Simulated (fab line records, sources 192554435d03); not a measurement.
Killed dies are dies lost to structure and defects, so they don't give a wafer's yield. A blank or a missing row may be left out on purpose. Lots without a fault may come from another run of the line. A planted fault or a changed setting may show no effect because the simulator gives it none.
Chamber matching | flow n5_finfet | N5_PMOS_HMC_CHANNEL_EPI_HM_OPEN_15 on rie_diel-01: 4 sister chambers
The step chemistry CHF3/O2, target SiO2, target depth 40.6 nm, time 20.3 s. 27 wafers are shown with their chamber, then 12 later ones without.

WAFERS WITH THEIR CHAMBER
wafer  | chamber | drypump_motor_current_A (A) | throttle_valve_pct (%) | showerhead_plenum_p_Torr (Torr)
L076.1 | 1       | 5.8                         | 19.04                  | 2.28
L076.2 | 2       | 6.4                         | 19.15                  | 2.51
L076.3 | 0       | 6.0                         | 19.00                  | 2.48
L076.4 | 3       | 4.8                         | 18.87                  | 2.50
L076.5 | 2       | 6.4                         | 19.15                  | 2.51
L076.6 | 1       | 5.8                         | 19.03                  | 2.28
L078.1 | 3       | 4.8                         | 18.86                  | 2.50
L078.3 | 0       | 6.0                         | 19.01                  | 2.48
L078.6 | 3       | 4.9                         | 18.85                  | 2.50
L080.1 | 2       | 6.4                         | 19.17                  | 2.51
L080.3 | 1       | 5.8                         | 19.07                  | 2.28
L080.6 | 2       | 6.3                         | 19.17                  | 2.51
L081.1 | 1       | 5.8                         | 19.06                  | 2.28
L081.4 | 2       | 6.3                         | 19.16                  | 2.51
L081.6 | 0       | 6.0                         | 19.02                  | 2.48
L083.1 | 2       | 6.4                         | 19.16                  | 2.51
L083.2 | 3       | 4.9                         | 18.89                  | 2.49
L083.4 | 0       | 6.0                         | 19.04                  | 2.48
L084.3 | 3       | 4.8                         | 18.89                  | 2.49
L084.5 | 2       | 6.3                         | 19.16                  | 2.51
L084.6 | 3       | 4.8                         | 18.89                  | 2.49
L087.2 | 0       | 6.0                         | 19.04                  | 2.48
L087.5 | 2       | 6.4                         | 19.16                  | 2.51
L087.6 | 1       | 5.8                         | 18.64                  | 2.57
L088.1 | 2       | 6.4                         | 19.19                  | 2.50
L088.2 | 1       | 5.8                         | 18.63                  | 2.57
L088.3 | 0       | 6.0                         | 19.06                  | 2.47

SIGNATURES (means of the wafers above)
reading                  | chamber 0 | chamber 1 | chamber 2 | chamber 3 | scatter within a chamber
drypump_motor_current_A  | 6.000     | 5.800     | 6.367     | 4.833     | 0.0381
throttle_valve_pct       | 19.0283   | 18.9117   | 19.1633   | 18.8750   | 0.101
showerhead_plenum_p_Torr | 2.4783    | 2.3767    | 2.5089    | 2.4950    | 0.0699
Rule: a wafer's distance from a chamber is the root of the sum, over the readings, of the square of ((its reading less the chamber's mean) divided by the reading's scatter). The wafer belongs to the nearest chamber; if the next one is less than 2 further off, it can't be placed. The scatter: the root of (the sum of the squares of (reading less its chamber's mean) over the shown wafers, divided by (wafers less chambers)).

WAFERS WITHOUT THEIR CHAMBER
wafer  | drypump_motor_current_A (A) | throttle_valve_pct (%) | showerhead_plenum_p_Torr (Torr)
L088.4 | 4.9                         | 18.90                  | 2.49
L088.5 | 5.8                         | 18.65                  | 2.57
L088.6 | 6.0                         | 19.06                  | 2.47
L092.1 | 6.0                         | 19.05                  | 2.47
L092.4 | 4.9                         | 18.89                  | 2.49
L092.6 | 4.9                         | 18.91                  | 2.49
L093.1 | 5.8                         | 18.65                  | 2.56
L093.4 | 6.0                         | 19.06                  | 2.47
L093.5 | 4.9                         | 18.91                  | 2.49
L095.1 | 6.0                         | 19.07                  | 2.47
L095.3 | 6.4                         | 19.21                  | 2.50
L095.4 | 5.8                         | 18.66                  | 2.56

WHICH CHAMBER EACH WENT THROUGH
wafer  | from the rows above | in truth
L088.4 | 3                   | 3
L088.5 | 1                   | 1
L088.6 | 0                   | 0
L092.1 | 0                   | 0
L092.4 | 3                   | 3
L092.6 | 3                   | 3
L093.1 | 1                   | 1
L093.4 | 0                   | 0
L093.5 | 3                   | 3
L095.1 | 0                   | 0
L095.3 | 2                   | 2
L095.4 | 1                   | 1
Placed correctly: 12 of 12. Can't be placed from these rows: 0. Placed wrongly: 0.
